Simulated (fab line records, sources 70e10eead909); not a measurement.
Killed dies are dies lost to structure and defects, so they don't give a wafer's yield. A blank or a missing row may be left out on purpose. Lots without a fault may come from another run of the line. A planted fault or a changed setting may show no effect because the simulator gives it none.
Chamber matching | flow nand_harc | NHARC_P_M0_PRE_CLEAN_31 on pecvd-04: 3 sister chambers
The step time 12 s. 3 wafers are shown with their chamber, then 7 later ones without.

WAFERS WITH THEIR CHAMBER
wafer  | chamber | susceptor_temp_C (C)
L077.6 | 1       | 369.99
L085.2 | 0       | 370.01
L085.3 | 2       | 369.45

WAFERS WITHOUT THEIR CHAMBER
wafer  | susceptor_temp_C (C)
L085.5 | 369.50
L093.1 | 370.02
L093.3 | 370.11
L093.4 | 370.20
L096.1 | 369.94
L096.4 | 370.07
L096.5 | 369.90

WHICH CHAMBER EACH WENT THROUGH
wafer  | from the rows above     | in truth
L085.5 | 2                       | 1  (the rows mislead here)
L093.1 | can't be placed: 0 or 1 | 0
L093.3 | can't be placed: 0 or 1 | 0
L093.4 | can't be placed: 0 or 1 | 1
L096.1 | can't be placed: 1 or 0 | 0
L096.4 | can't be placed: 0 or 1 | 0
L096.5 | can't be placed: 1 or 0 | 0
Placed correctly: 0 of 7. Can't be placed from these rows: 6 (the true chamber is among the candidates in 6). Placed wrongly: 1.
How it was worked out, from the rows above alone: a wafer's distance from a chamber is the root of the sum, over the readings, of the square of ((its reading less the chamber's mean) divided by the reading's scatter). The wafer belongs to the nearest chamber; if the next one is less than 2 further off, it can't be placed. A chamber's mean is the mean of its shown wafers. The scatter: with one shown wafer a chamber, the root of the mean of the squares of how far each hidden wafer lies from its nearest shown one.
